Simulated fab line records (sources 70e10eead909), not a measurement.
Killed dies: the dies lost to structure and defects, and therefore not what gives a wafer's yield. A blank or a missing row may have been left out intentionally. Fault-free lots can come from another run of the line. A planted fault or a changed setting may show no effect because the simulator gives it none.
Chamber matching -- flow nand harc -- NHARC_A_STAIRCASE_DESCUM_252 on rie diel-13 has 4 sister chambers
The step chemistry O2, time 3 s. 4 wafers are shown with their chamber, then 8 later ones without.

EACH WAFER AND ITS CHAMBER
wafer,chamber,showerhead plenum p Torr (Torr)
L077.1,0,1.92
L080.4,2,1.92
L079.6,3,1.83
L083.1,1,1.77

WAFERS WITHOUT THEIR CHAMBER
wafer,showerhead plenum p Torr (Torr)
L083.4,1.82
L083.5,1.82
L086.2,1.92
L086.4,1.77
L086.5,1.82
L093.1,1.91
L093.5,1.91
L093.6,1.91

CHAMBER TAKEN BY EACH
wafer,from the rows above,in truth
L083.4,3,3
L083.5,3,3
L086.2,can't be placed: 0 or 2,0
L086.4,1,1
L086.5,3,3
L093.1,can't be placed: 0 or 2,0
L093.5,can't be placed: 0 or 2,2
L093.6,can't be placed: 0 or 2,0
Placed correctly: 4 of 8. Not placeable from these rows: 4 (in 4, the candidates include the true chamber). 0 placed wrongly.
How it was worked out, from the rows above alone: a wafer's distance from a chamber is the root of the sum, over the readings, of the square of ((its reading less the chamber's mean) divided by the reading's scatter). The wafer belongs to the nearest chamber; if the next one is less than 2 further off, it can't be placed. Each chamber's mean is taken over the wafers shown for it. The scatter: with one shown wafer a chamber, the root of the mean of the squares of how far each hidden wafer lies from its nearest shown one.
